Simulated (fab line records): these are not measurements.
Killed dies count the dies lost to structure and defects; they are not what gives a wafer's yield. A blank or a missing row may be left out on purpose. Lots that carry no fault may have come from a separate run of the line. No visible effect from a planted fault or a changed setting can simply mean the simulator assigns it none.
fab line records	flow nand_harc
[record] lots = 5	wafers = 15	last_day = 24
route steps=1159 shown A_CONTACT@850 END@1159
lots that met no fault: taken from a fault-free run of the same line
start_h: start of the lot's first displayed wafer, in hours after the record's first day	wait_h: hours from the lot's prior step to this one	" same as the row above	L1.1+2: several wafers, shown together as one row	- no value, or no start was given	* or withheld: withheld	< > ~ a bound
route shown NAME@n: NAME is a module with steps in the file, n the number in the route of the first one	usual: average and standard deviation across the fault-free wafers	same: alike in all rows	chamber/n: place in a boat	sites: readings site by site	_std_site: the standard deviation of these	_edge_site: outer sites' mean less inner sites'	radius_mm: for every site, how far away it sits from the centre of the wafer	mask NAME#n: copy n	behind: the most recent tool/chamber to have shaped the wafer	hold: reason for holding the lot/hours on hold/outcome of the hold	device: which transistor (n, p or np) failed to switch	end of line: at the end of the route, the tests of the same wafers	for a step that has no rows: nothing shown but its recipe	killed: count of dies lost to structure and defects at first sort (not the wafer's yield)	map: dies across one wafer; x = killed, . = not, _ = none there
set.NAME: the setting that was run; set.NAME@STEP: the one run at that earlier step	model.NAME: the simulator's own value behind a step, which no gauge read
lots seen at some steps along the route; tables by step, rows by wafer
services: when a tool's chamber went out of use (start_h, in hours from the record's first day, below 0 if earlier), for how many hours, and the reason
[[steps]]
[step NHARC_A_CONTACT_EBR_38]
[step NHARC_A_CONTACT_EXPOSE_39]
[recipe] na = 1.35	sigma_outer = 0.8	dose_mj = 58.79	mask_id = A_CC_3
[step NHARC_A_CONTACT_PEB_40]
[recipe] peb_temp_c = 100	peb_time_s = 65
[step NHARC_A_CONTACT_DEVELOP_41]
[recipe] develop_time_s = 35	dev_temp_c = 23
[step NHARC_A_CONTACT_CD_MEAS_42]
[recipe] target_cd_nm = 200	landing_energy_ev = 500
[usual] cd_nm = 200.1/0.39
lot.wafer	tool	chamber	start_h	wait_h	cd_nm
L767.1	cd_sem-01	0	355.62	-	200.3
L767.2	"	0	"	"	200.3
L767.4	"	0	"	"	200.7
L776.3	cd_sem-02	0	425.02	-	199.2
L776.4	"	0	"	"	199.8
L776.6	"	0	"	"	200.0
L785.2	cd_sem-01	0	475.24	-	200.2
L785.5	"	0	"	"	200.0
L785.6	"	0	"	"	199.6
L788.1	cd_sem-01	0	500.06	-	200.7
L788.3	"	0	"	"	200.3
L788.4	"	0	"	"	199.8
L787.1	cd_sem-02	0	504.57	-	200.1
L787.3	"	0	"	"	200.2
L787.5	"	0	"	"	200.1
[step NHARC_A_CONTACT_OVL_MEAS_43]
[usual] overlay_x_nm = 0.1/0.71	overlay_y_nm = 0.1/0.9
lot.wafer	tool	chamber	start_h	wait_h	overlay_x_nm	overlay_y_nm
L767.1	overlay-01	-	355.71	-	-1.3	0.6
L767.2	"	-	"	"	-0.9	0.3
L767.4	"	-	"	"	-1.5	0.1
L776.3	overlay-02	-	425.11	-	0.7	0.3
L776.4	"	-	"	"	1.0	-0.4
L776.6	"	-	"	"	0.8	0.2
L785.2	overlay-01	-	475.32	-	0.4	-1.7
L785.5	"	-	"	"	-0.4	-1.3
L785.6	"	-	"	"	0.1	-1.8
L788.1	overlay-02	-	500.15	-	1.4	0.7
L788.3	"	-	"	"	0.0	0.6
L788.4	"	-	"	"	1.0	1.1
L787.1	overlay-01	-	504.66	-	0.2	1.5
L787.3	"	-	"	"	0.6	1.5
L787.5	"	-	"	"	-0.1	1.6
[step NHARC_A_CONTACT_INSPECT_44]
[usual] raw_defect_count = 27/11
lot.wafer	tool	chamber	start_h	wait_h	raw_defect_count
L767.1	defect_inspect-01	-	355.75	0.0	19
L767.2	"	-	"	"	17
L767.4	"	-	"	"	15
L776.3	defect_inspect-01	-	425.14	0.0	11
L776.4	"	-	"	"	15
L776.6	"	-	"	"	11
L785.2	defect_inspect-02	-	475.36	0.0	21
L785.5	"	-	"	"	49
L785.6	"	-	"	"	32
L788.1	defect_inspect-02	-	500.19	0.0	43
L788.3	"	-	"	"	40
L788.4	"	-	"	"	33
L787.1	defect_inspect-02	-	504.69	0.0	35
L787.3	"	-	"	"	34
L787.5	"	-	"	"	32
[step NHARC_A_CONTACT_DESCUM_47]
[recipe] time_s = 3	o2_flow_sccm = 200	ar_flow_sccm = 0	bias_power_w = 0	chemistry = O2
[usual] chamber_pressure_mTorr = 60.00/0.059	drypump_motor_current_A = 5.7/0.45	oes_product_au = 1.000/0.0072	rf_vpp_V = 57.9/0.9	showerhead_plenum_p_Torr = 1.93/0.084	throttle_valve_pct = 11.313/0.009
lot.wafer	tool	chamber	start_h	wait_h	chamber_pressure_mTorr	drypump_motor_current_A	oes_product_au	rf_hours_counter_h	rf_vpp_V	showerhead_plenum_p_Torr	throttle_valve_pct
L767.4	rie_diel-04	3	355.81	0.1	60.03	5.3	1.002	10	58.4	2.01	11.325
L767.2	"	0	"	"	60.04	5.7	1.001	11	59.4	1.99	11.299
L767.1	"	1	"	"	60.11	5.7	0.993	10	58.0	1.91	11.300
L776.3	rie_diel-04	0	425.22	0.1	60.01	5.7	1.006	21	57.4	1.99	11.306
L776.4	"	1	"	"	59.93	5.7	0.998	22	57.0	1.91	11.319
L776.6	"	2	"	"	60.06	6.6	1.009	-	56.3	1.82	11.298
L785.2	rie_diel-10	2	475.44	0.1	60.07	6.1	1.016	42	58.3	1.99	11.312
L785.6	"	0	"	"	59.97	5.2	1.002	-	58.5	1.79	11.306
L785.5	"	1	"	"	59.97	5.4	0.997	-	58.9	2.04	11.313
L788.3	rie_diel-04	3	500.28	0.1	60.08	5.3	0.998	4	58.8	2.00	11.317
L788.1	"	0	"	"	60.02	5.7	1.017	4	58.1	1.98	11.287
L788.4	"	2	"	"	59.95	6.5	0.990	3	56.6	1.81	11.316
L787.1	rie_diel-04	1	504.77	0.1	59.97	5.7	0.996	5	58.7	1.91	11.317
L787.3	"	2	"	"	60.05	6.6	0.990	4	57.6	1.81	11.317
L787.5	"	0	"	"	59.96	5.7	0.993	-	58.0	1.98	11.311
[step NHARC_A_CONTACT_ETCH_48]
[recipe] target_depth_a = 390	over_etch_frac = 0.3	time_s = 65	ion_energy_ev = 80	cf4_flow_sccm = 150	ar_flow_sccm = 0	rf_w = 300	bias_w = 100	chemistry = CF4
[step NHARC_A_CONTACT_ETCH_49]
[recipe] target_depth_a = 2600	over_etch_frac = 0.3	time_s = 475.3	ion_energy_ev = 200	n2_flow_sccm = 150	h2_flow_sccm = 150	ar_flow_sccm = 0	rf_w = 400	bias_w = 150	chemistry = N2/H2
[step NHARC_A_CONTACT_ETCH_50]
[recipe] target_depth_a = 847	time_s = 42.4	cf4_flow_sccm = 100	chf3_flow_sccm = 30	ar_flow_sccm = 0	rf_w = 500	bias_w = 200	chemistry = CF4/CHF3
[step NHARC_A_CONTACT_ETCH_51]
[recipe] target_depth_a = 36000	over_etch_frac = 0.3	time_s = 936	ion_energy_ev = 150	o2_flow_sccm = 400	cos_flow_sccm = 20	ar_flow_sccm = 0	rf_w = 500	bias_w = 300	chemistry = O2/COS
[step NHARC_A_CONTACT_ETCH_111]
[recipe] source_w = withheld	pressure_mtorr = 20	bias_v = withheld	time_s = 140	target_depth_a = 7000	ar_flow_sccm = withheld	c4f8_flow_sccm = withheld	o2_flow_sccm = withheld	chemistry = C4F8/O2/Ar
[usual] chamber_pressure_mTorr = 20.001/0.018
lot.wafer	tool	chamber	start_h	wait_h	chamber_pressure_mTorr	rf_hours_counter_h
L767.1	har_cap_etch-01	1	357.24	-	20.008	54
L767.2	"	0	"	"	19.971	54
L767.4	"	1	"	"	20.019	-
L776.4	har_cap_etch-03	0	426.53	-	20.005	-
L776.3	"	1	"	"	20.003	-
L776.6	"	0	"	"	20.017	-
L785.2	har_cap_etch-01	0	476.69	-	20.001	77
L785.6	"	0	"	"	19.989	-
L785.5	"	1	"	"	20.006	-
L788.1	har_cap_etch-03	0	501.54	-	20.018	103
L788.4	"	0	"	"	20.000	-
L788.3	"	1	"	"	19.968	-
L787.1	har_cap_etch-01	1	506.02	-	20.016	80
L787.3	"	0	"	"	19.987	-
L787.5	"	0	"	"	20.023	-
[step NHARC_A_CONTACT_ETCH_112]
[recipe] source_w = withheld	pressure_mtorr = 20	bias_v = 3000	time_s = 94	target_depth_a = 9220	ar_flow_sccm = withheld	c4f8_flow_sccm = withheld	o2_flow_sccm = withheld	chemistry = C4F8/O2/Ar
[step NHARC_A_CONTACT_ETCH_113]
[recipe] source_w = withheld	pressure_mtorr = 20	bias_v = 3000	time_s = 94	target_depth_a = 9220	ar_flow_sccm = withheld	c4f8_flow_sccm = withheld	o2_flow_sccm = withheld	chemistry = C4F8/O2/Ar
[step NHARC_A_CONTACT_ETCH_114]
[recipe] source_w = withheld	pressure_mtorr = 20	bias_v = 3000	time_s = 94	target_depth_a = 9220	ar_flow_sccm = withheld	c4f8_flow_sccm = withheld	o2_flow_sccm = withheld	chemistry = C4F8/O2/Ar
[step NHARC_A_CONTACT_ETCH_115]
[recipe] source_w = withheld	pressure_mtorr = 20	bias_v = 3000	time_s = 94	target_depth_a = 9220	ar_flow_sccm = withheld	c4f8_flow_sccm = withheld	o2_flow_sccm = withheld	chemistry = C4F8/O2/Ar
[step NHARC_A_CONTACT_ETCH_116]
[recipe] source_w = withheld	pressure_mtorr = 20	bias_v = 3000	time_s = 94	target_depth_a = 9220	ar_flow_sccm = withheld	c4f8_flow_sccm = withheld	o2_flow_sccm = withheld	chemistry = C4F8/O2/Ar
[step NHARC_A_CONTACT_ETCH_117]
[recipe] source_w = withheld	pressure_mtorr = 20	bias_v = 3000	time_s = 94	target_depth_a = 9220	ar_flow_sccm = withheld	c4f8_flow_sccm = withheld	o2_flow_sccm = withheld	chemistry = C4F8/O2/Ar
[usual] chamber_pressure_mTorr = 20.000/0.018
lot.wafer	tool	chamber	start_h	wait_h	chamber_pressure_mTorr	rf_hours_counter_h
L767.1	har_cap_etch-01	1	357.89	0.1	20.004	54
L767.2	"	0	"	"	19.996	54
L767.4	"	1	"	"	20.049	-
L776.4	har_cap_etch-03	0	427.15	0.1	19.980	-
L776.3	"	1	"	"	19.954	-
L776.6	"	0	"	"	20.023	-
L785.2	har_cap_etch-01	0	477.35	0.1	20.026	77
L785.6	"	0	"	"	20.026	-
L785.5	"	1	"	"	20.007	-
L788.1	har_cap_etch-03	0	502.19	0.1	20.005	103
L788.4	"	0	"	"	20.011	-
L788.3	"	1	"	"	20.012	-
L787.1	har_cap_etch-01	1	506.67	0.1	20.031	81
L787.3	"	0	"	"	20.002	-
L787.5	"	0	"	"	19.986	-
[step NHARC_A_CONTACT_ETCH_118]
[recipe] source_w = withheld	pressure_mtorr = 20	bias_v = 3000	time_s = 94	target_depth_a = 9220	ar_flow_sccm = withheld	c4f8_flow_sccm = withheld	o2_flow_sccm = withheld	chemistry = C4F8/O2/Ar
[step NHARC_A_CONTACT_ETCH_119]
[recipe] source_w = withheld	pressure_mtorr = 20	bias_v = 3000	time_s = 94	target_depth_a = 9220	ar_flow_sccm = withheld	c4f8_flow_sccm = withheld	o2_flow_sccm = withheld	chemistry = C4F8/O2/Ar
[step NHARC_A_CONTACT_ETCH_120]
[recipe] source_w = withheld	pressure_mtorr = 20	bias_v = 3000	time_s = 94	target_depth_a = 9220	ar_flow_sccm = withheld	c4f8_flow_sccm = withheld	o2_flow_sccm = withheld	chemistry = C4F8/O2/Ar
[step NHARC_A_CONTACT_ETCH_121]
[recipe] source_w = withheld	pressure_mtorr = 20	bias_v = 3000	time_s = 94	target_depth_a = 9220	ar_flow_sccm = withheld	c4f8_flow_sccm = withheld	o2_flow_sccm = withheld	chemistry = C4F8/O2/Ar
[step NHARC_A_CONTACT_ETCH_122]
[recipe] source_w = withheld	pressure_mtorr = 20	bias_v = 3000	time_s = 95	target_depth_a = 9300	ar_flow_sccm = withheld	c4f8_flow_sccm = withheld	o2_flow_sccm = withheld	chemistry = C4F8/O2/Ar
[step NHARC_A_CONTACT_ETCH_123]
[recipe] source_w = withheld	pressure_mtorr = 20	bias_v = 400	time_s = 253	target_depth_a = 10900	ar_flow_sccm = withheld	c4f8_flow_sccm = 11.5	o2_flow_sccm = 7.2	chemistry = C4F8/O2/Ar
[usual] chamber_pressure_mTorr = 19.999/0.019
lot.wafer	tool	chamber	start_h	wait_h	chamber_pressure_mTorr	rf_hours_counter_h
L767.1	har_cap_etch-01	1	358.43	0.1	20.000	55
L767.2	"	0	"	"	19.993	55
L767.4	"	1	"	"	19.981	-
L776.4	har_cap_etch-03	0	427.77	0.2	19.989	-
L776.3	"	1	"	"	20.007	-
L776.6	"	0	"	"	19.975	-
L785.2	har_cap_etch-01	0	477.89	0.1	20.029	78
L785.6	"	0	"	"	20.003	-
L785.5	"	1	"	"	20.011	-
L788.1	har_cap_etch-03	0	502.74	0.1	19.979	104
L788.4	"	0	"	"	19.998	-
L788.3	"	1	"	"	20.004	-
L787.1	har_cap_etch-01	1	507.21	0.1	20.002	81
L787.3	"	0	"	"	19.974	-
L787.5	"	0	"	"	20.010	-
[step NHARC_A_CONTACT_ETCH_90]
[recipe] target_depth_a = 400	over_etch_frac = 0.5	time_s = 85.7	ion_energy_ev = 120	ch3f_flow_sccm = 50	o2_flow_sccm = 30	ar_flow_sccm = 200	rf_w = 500	bias_w = 100	chemistry = CH3F/O2
[step NHARC_A_CONTACT_ETCH_96]
[recipe] target_depth_a = 200	over_etch_frac = 0.5	time_s = 10	ion_energy_ev = 250	c4f6_flow_sccm = 25	o2_flow_sccm = 20	ar_flow_sccm = 500	rf_w = 600	bias_w = 500	chemistry = C4F6/O2
[step NHARC_A_CONTACT_CD_MEAS_53]
[usual] cd_nm = 189.5/0.81
lot.wafer	tool	chamber	start_h	wait_h	cd_nm
L767.1	cd_sem-01	-	359.25	-	190.8
L767.2	"	-	"	"	190.8
L767.4	"	-	"	"	191.0
L776.3	cd_sem-01	-	428.49	-	190.2
L776.4	"	-	"	"	190.7
L776.6	"	-	"	"	190.3
L785.2	cd_sem-03	-	478.78	-	191.1
L785.5	"	-	"	"	190.6
L785.6	"	-	"	"	191.2
L788.1	cd_sem-02	-	503.55	-	189.9
L788.3	"	-	"	"	189.8
L788.4	"	-	"	"	189.8
L787.1	cd_sem-01	-	508.03	-	190.3
L787.3	"	-	"	"	190.2
L787.5	"	-	"	"	190.4
[step NHARC_A_CONTACT_STRIP_99]
[recipe] n2_flow_sccm = 150	h2_flow_sccm = 150	ar_flow_sccm = 0	bias_w = 0	chemistry = N2/H2
[step NHARC_A_CONTACT_STRIP_100]
[recipe] cf4_flow_sccm = 100	chf3_flow_sccm = 30	ar_flow_sccm = 0	bias_w = 0	chemistry = CF4/CHF3
[step NHARC_A_CONTACT_STRIP_101]
[recipe] o2_flow_sccm = 400	cos_flow_sccm = 20	ar_flow_sccm = 0	bias_w = 0	chemistry = O2/COS
[step NHARC_A_CONTACT_ETCH_102]
[recipe] target_depth_a = 700	overetch_a = 70	time_s = 38.5	ion_energy_ev = 100	cf4_flow_sccm = 80	o2_flow_sccm = 20	ar_flow_sccm = 0	rf_w = 300	bias_w = 100	chemistry = CF4/O2
[usual] chamber_pressure_mTorr = 29.998/0.029	drypump_motor_current_A = 5.7/0.44	oes_product_au = 1.000/0.0068	rf_vpp_V = 198.1/1.6	showerhead_plenum_p_Torr = 1.35/0.061	throttle_valve_pct = 13.397/0.0086
lot.wafer	tool	chamber	start_h	wait_h	chamber_pressure_mTorr	drypump_motor_current_A	oes_product_au	rf_hours_counter_h	rf_vpp_V	showerhead_plenum_p_Torr	throttle_valve_pct
L767.1	rie_diel-04	0	359.58	0.1	29.992	5.7	0.994	13	197.6	1.39	13.409
L767.4	"	2	"	"	30.039	6.5	0.995	12	195.5	1.27	13.401
L767.2	"	3	"	"	30.013	5.3	0.992	12	198.9	1.40	13.411
L776.4	rie_diel-01	1	428.78	0.1	29.968	5.9	0.999	43	198.7	1.38	13.393
L776.3	"	0	"	"	29.973	5.6	0.996	44	195.7	1.27	13.394
L776.6	"	2	"	"	29.987	5.4	1.009	-	197.0	1.26	13.413
L785.2	rie_diel-01	3	479.08	0.1	29.991	5.0	1.003	66	200.4	1.43	13.388
L785.6	"	1	"	"	30.015	5.9	0.999	-	197.4	1.37	13.388
L785.5	"	2	"	"	30.040	5.4	1.008	-	194.4	1.25	13.404
L788.1	rie_diel-01	3	504.04	0.1	29.994	5.0	0.994	2	200.0	1.43	13.397
L788.3	"	0	"	"	30.014	5.6	0.985	2	195.3	1.27	13.379
L788.4	"	1	"	"	29.997	6.0	0.991	2	199.8	1.37	13.397
L787.1	rie_diel-04	3	508.33	0.1	30.033	5.3	0.992	5	201.1	1.40	13.389
L787.3	"	0	"	"	30.049	5.7	1.005	6	198.1	1.38	13.379
L787.5	"	1	"	"	29.960	5.6	1.007	-	197.4	1.33	13.382
[step NHARC_A_CONTACT_STRIP_55]
[recipe] o2_flow_sccm = 500	ar_flow_sccm = 0	bias_w = 0	chemistry = O2
[usual] chamber_pressure_mTorr = 60.00/0.056	drypump_motor_current_A = 5.7/0.44	oes_product_au = 1.003/0.0067	rf_vpp_V = 57.8/0.91	showerhead_plenum_p_Torr = 3.56/0.16	throttle_valve_pct = 17.037/0.0087
lot.wafer	tool	chamber	start_h	wait_h	chamber_pressure_mTorr	drypump_motor_current_A	oes_product_au	rf_hours_counter_h	rf_vpp_V	showerhead_plenum_p_Torr	throttle_valve_pct
L767.4	rie_diel-04	0	-	-	59.95	5.8	1.015	13	57.7	3.66	17.043
L767.2	"	1	"	"	59.94	5.7	1.004	12	58.3	3.53	17.050
L767.1	"	2	"	"	60.14	6.6	1.011	12	55.8	3.37	17.045
L776.3	rie_diel-01	1	-	-	59.98	6.0	1.006	43	57.4	3.63	17.030
L776.4	"	2	"	"	59.98	5.4	1.007	32	58.2	3.33	17.044
L776.6	"	2	"	"	60.03	5.4	1.003	-	55.1	3.33	17.033
L785.2	rie_diel-01	3	-	-	59.96	5.0	1.004	66	57.5	3.77	17.042
L785.6	"	1	"	"	60.02	6.0	1.017	-	59.1	3.62	17.027
L785.5	"	2	"	"	60.01	5.4	1.015	-	57.5	3.32	17.045
L788.4	rie_diel-01	3	-	-	60.01	5.0	0.992	2	57.9	3.77	17.026
L788.1	"	0	"	"	60.04	5.6	0.999	2	56.0	3.36	17.027
L788.3	"	2	"	"	59.98	5.4	0.992	2	58.2	3.32	17.028
L787.1	rie_diel-04	0	-	-	60.05	5.7	1.001	6	57.5	3.65	17.047
L787.3	"	1	"	"	59.92	5.7	0.995	6	58.8	3.52	17.048
L787.5	"	3	"	"	60.05	5.3	0.998	-	57.8	3.68	17.028
[step NHARC_A_CONTACT_STRIP_56]
[recipe] time_s = 600	temp_c = 30	chemistry = post_etch_residue_remover
[step NHARC_A_CONTACT_DEP_57]
[recipe] target_thk_a = 28000	temp_c = 400	material = aC
[step NHARC_A_CONTACT_DEP_58]
[recipe] target_thk_a = 600	target_thk_nm = 60	temp_c = 400	pressure_torr = 3.5	flow_sccm = 200	rf_w = 350	material = SiON
[step NHARC_A_CONTACT_DEHYDRATE_59]
[recipe] temp_c = 150	time_s = 120
[step NHARC_A_CONTACT_HMDS_60]
[recipe] time_s = 30
[step NHARC_A_CONTACT_COAT_61]
[recipe] temp_c = 260	time_s = 75
[step NHARC_A_CONTACT_COAT_62]
[recipe] temp_c = 225	time_s = 65
[step NHARC_A_CONTACT_COAT_63]
[recipe] spin_rpm = 1500	resist_thk_nm = 90
[step NHARC_A_CONTACT_SOFTBAKE_64]
[recipe] temp_c = 105	time_s = 55
[step NHARC_END_SORT_01]
[recipe] temp_c = 25
[usual] killed_at_array = 28/8.9	killed_at_other = 0.8/1.2	killed_at_periphery = 3.3/2.3	killed_dies = 32/9.4	killed_open = 3.2/1.8	killed_short = 1.9/1.4
[same] gross_dies = 677
lot.wafer	tool	chamber	start_h	wait_h	killed_at_array	killed_at_other	killed_at_periphery	killed_dies	killed_open	killed_short
L767.1	prober-01	0	448.75	2.5	16	1	3	20	2	2
L767.2	prober-01	0	449.55	2.8	19	1	2	22	0	4
L767.4	prober-01	0	451.14	3.4	18	1	3	22	4	1
L776.3	prober-01	0	496.42	3.1	93	1	2	96	4	1
L776.4	prober-01	0	497.23	3.4	25	2	0	27	4	0
L776.6	prober-01	0	498.86	4.1	20	0	3	23	4	3
L785.2	prober-01	0	560.47	2.8	27	0	2	29	2	2
L785.5	prober-01	0	562.86	3.7	39	2	2	43	5	1
L785.6	prober-01	0	563.65	4.0	28	0	2	30	3	2
L788.1	prober-02	0	564.79	2.5	34	0	3	37	3	0
L788.3	prober-02	0	566.37	3.1	43	1	4	48	3	3
L788.4	prober-02	0	567.17	3.4	34	0	3	37	1	2
L787.1	prober-02	0	580.76	2.5	39	0	5	44	4	1
L787.3	prober-02	0	582.36	3.1	33	0	2	35	5	0
L787.5	prober-02	0	583.97	3.7	34	0	3	37	1	3
// killed by level:class
L767.1 A_SLIT:chamber_film_flake=11 A_STAIRCASE:chamber_film_flake=2 P_CONTACT:geometric_particle:open=1 P_M0:geometric_particle:short=1 A_WL_FILL:geometric_particle:short=1 STARTING-WAFER:geometric_particle:open=1 P_M1:chamber_film_flake=1 A_CHANNEL_HOLE_D1:chamber_film_flake=1
L767.2 A_SLIT:chamber_film_flake=13 A_WL_FILL:geometric_particle:short=2 A_CHANNEL_FILL_D1:chamber_film_flake=2 P_GATE:geometric_particle:short=1 P_M1:geometric_particle:short=1 A_STAIRCASE:chamber_film_flake=1 A_CONTACT:chamber_film_flake=1 THIN_TSV:chamber_film_flake=1
L767.4 A_SLIT:chamber_film_flake=11 A_CONTACT:geometric_particle:open=2 P_CONTACT:geometric_particle:open=1 A_CHANNEL_HOLE_D1:geometric_particle:short=1 A_CHANNEL_FILL_D1:geometric_particle:open=1 P_STI:chamber_film_flake=1 P_M1:chamber_film_flake=1 A_CHANNEL_HOLE_D1:chamber_film_flake=1
L776.3 A_CONTACT:unspecified=80 A_CHANNEL_HOLE_D1:chamber_film_flake=3 A_CONTACT:geometric_particle:open=2 A_WL_FILL:chamber_film_flake=2 A_CHANNEL_FILL_D1:geometric_particle:open=1 A_WL_FILL:geometric_particle:short=1 A_WL_FILL:geometric_particle:open=1 P_GATE:chamber_film_flake=1
L776.4 A_CONTACT:chamber_film_flake=8 A_CHANNEL_HOLE_D1:chamber_film_flake=4 A_ZERO_WELL:chamber_film_flake=2 A_CHANNEL_FILL_D1:chamber_film_flake=2 A_STAIRCASE:chamber_film_flake=2 A_SLIT:chamber_film_flake=2 THIN_TSV:chamber_film_flake=2 A_ONON_D1:geometric_particle:open=1
L776.6 A_STAIRCASE:chamber_film_flake=5 A_CONTACT:chamber_film_flake=4 A_CHANNEL_HOLE_D1:chamber_film_flake=3 P_STI:geometric_particle:open=1 P_GATE:geometric_particle:short=1 A_CHANNEL_HOLE_D1:geometric_particle:open=1 A_SLIT:geometric_particle:short=1 A_WL_FILL:geometric_particle:open=1
L785.2 A_SLIT:chamber_film_flake=10 A_STAIRCASE:chamber_film_flake=5 A_CHANNEL_HOLE_D1:chamber_film_flake=4 A_CONTACT:chamber_film_flake=3 A_M0:chamber_film_flake=3 P_CONTACT:geometric_particle:short=1 P_CONTACT:geometric_particle:open=1 A_CHANNEL_HOLE_D1:geometric_particle:short=1
L785.5 A_SLIT:chamber_film_flake=21 A_CHANNEL_HOLE_D1:chamber_film_flake=5 A_CONTACT:chamber_film_flake=4 A_CONTACT:geometric_particle:open=3 A_STAIRCASE:chamber_film_flake=3 A_M0:chamber_film_flake=2 P_CONTACT:geometric_particle:open=1 A_CHANNEL_FILL_D1:geometric_particle:open=1
L785.6 A_SLIT:chamber_film_flake=10 A_STAIRCASE:chamber_film_flake=7 A_CONTACT:chamber_film_flake=3 A_M0:chamber_film_flake=3 P_M0:geometric_particle:open=2 A_WL_FILL:geometric_particle:short=2 A_CHANNEL_HOLE_D1:chamber_film_flake=2 A_CHANNEL_FILL_D1:geometric_particle:open=1
L788.1 A_CHANNEL_HOLE_D1:chamber_film_flake=23 P_M2:chamber_film_flake=3 A_CONTACT:chamber_film_flake=3 A_CHANNEL_FILL_D1:geometric_particle:open=2 A_STAIRCASE:chamber_film_flake=2 A_M1:geometric_particle:open=1 A_ZERO_WELL:chamber_film_flake=1 A_CHANNEL_FILL_D1:chamber_film_flake=1
L788.3 A_CHANNEL_HOLE_D1:chamber_film_flake=25 A_CONTACT:chamber_film_flake=7 A_STAIRCASE:chamber_film_flake=6 A_CONTACT:geometric_particle:open=2 P_STI:geometric_particle:short=1 P_GATE:geometric_particle:open=1 P_M1:geometric_particle:short=1 P_ZERO_WELL:chamber_film_flake=1
L788.4 A_CHANNEL_HOLE_D1:chamber_film_flake=16 A_STAIRCASE:chamber_film_flake=7 A_CONTACT:chamber_film_flake=5 A_M0:chamber_film_flake=3 P_CONTACT:geometric_particle:short=1 A_ONON_D1:geometric_particle:short=1 A_CONTACT:geometric_particle:open=1 P_STI:chamber_film_flake=1
L787.1 A_SLIT:chamber_film_flake=15 A_CONTACT:chamber_film_flake=9 A_CHANNEL_HOLE_D1:chamber_film_flake=7 A_BLC:chamber_film_flake=5 P_M0:geometric_particle:open=2 P_M2:chamber_film_flake=2 A_WL_FILL:geometric_particle:open=1 A_M0:geometric_particle:open=1
L787.3 A_SLIT:chamber_film_flake=16 A_BLC:chamber_film_flake=7 A_CHANNEL_HOLE_D1:chamber_film_flake=3 A_CONTACT:chamber_film_flake=3 A_BLC:geometric_particle:open=2 P_M1:geometric_particle:open=1 A_SGD_CUT:geometric_particle:open=1 A_M0:geometric_particle:open=1
L787.5 A_SLIT:chamber_film_flake=17 A_CHANNEL_HOLE_D1:chamber_film_flake=6 A_BLC:chamber_film_flake=4 A_CONTACT:chamber_film_flake=3 P_M2:chamber_film_flake=2 A_CHANNEL_FILL_D1:geometric_particle:short=1 A_SGD_CUT:geometric_particle:short=1 A_SGD_CUT:geometric_particle:open=1
// map L776.3 (x killed, . not)
____________.____________
_________.x....._________
_______..........._______
______x............______
_____..............._____
____.................____
____.................____
___...................___
___...................___
__.....................__
__.....................__
_......................._
_..x...................x_
_......................._
_........x.............._
_.x...x.x.x............._
x...xxxxxx........x......
....x.xxxxx..............
....x.xxxxxx.............
.....xxxxxxx.x...........
...x.xxxxxxxx............
_..x.xxxxxxx..x.....x..._
_...xxxxxxxx............_
_...xxxxxxxxx..........._
_...xxxxxxxx............_
_......xxxx.x..........._
__.....xxx.............__
__....x.....x.x........__
___...................___
___.x................x___
____...............x.____
____.................____
_____..............._____
______.............______
_______..........._______
_________......._________
____________.____________
// map L788.3 (x killed, . not)
____________.____________
_________.x....._________
_______..........._______
______.............______
_____..............._____
____.................____
____.................____
___...................___
___.....x.......x..xxx___
__..x..................__
__...............x.....__
_.x.x...........xx.x...._
_...............xxxx...x_
_...............xxxx...._
_.................x....._
_...x...........xxx.x..._
................xxxx.....
.........x..........x....
...........xx............
.........................
........xx.....x.........
_........x.........x...._
_...............x......._
_.....x.x..............._
_......................._
_......................._
__.....................__
__.....................__
___...................___
___.........x.x.x.....___
____.................____
____....x............____
_____..............._____
______.............______
_______..........._______
_________......._________
____________.____________
[[services]]
tool	chamber	start_h	hours	kind
rie_diel-04	-	343.56	0.6	repair
rie_diel-04	0	346.92	-	clean
rie_diel-04	1	346.92	-	clean
rie_diel-04	2	346.92	-	clean
rie_diel-04	3	346.92	-	clean
rie_diel-10	-	353.50	9.0	pm
rie_diel-01	2	370.60	14.2	repair
rie_diel-04	0	371.42	-	clean
rie_diel-04	1	371.42	-	clean
rie_diel-04	2	371.42	-	clean
rie_diel-04	3	371.42	-	clean
rie_diel-04	-	393.64	0.7	repair
rie_diel-04	0	395.92	-	clean
rie_diel-04	1	395.92	-	clean
rie_diel-04	2	395.92	-	clean
rie_diel-04	3	395.92	-	clean
rie_diel-04	0	420.42	-	clean
rie_diel-10	2	423.51	3.3	repair
rie_diel-01	0	453.61	3.1	repair
rie_diel-01	2	458.27	8.7	repair
rie_diel-10	0	463.85	7.3	repair
rie_diel-04	-	465.95	9.0	pm
rie_diel-01	-	492.10	9.0	pm
rie_diel-01	2	504.88	3.7	repair
[[key]]
[first_sign] step = NHARC_END_SORT_01	reading = killed_at_array	direction = up	sigmas = 7.2	usual = 28	struck = 93
[effect] step = NHARC_END_SORT_01	reading = killed_dies	direction = up	sigmas = 6.8	usual = 32	struck = 96
[more_kills_born_at] NHARC_A_CONTACT_ETCH_111@har_cap_etch-03 = 78
met_at NHARC_A_CONTACT_ETCH_111
struck_wafers L776.3
tester_left_out L776
[fault] kind = chamber_particle_source	tool = har_cap_etch-03	chamber = 1	onset_h = 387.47	steps = NHARC_A_CONTACT_ETCH_111	rate_per_visit_cm2 = 0.55834	end_h = 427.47
// tester_left_out: of these lots the tester's yield and bins aren't shown, on N5 and GAA mostly nor the transistor test; their killed dies are dies lost to structure and defects alone, not to doping, threshold or leakage, so they don't give the yield
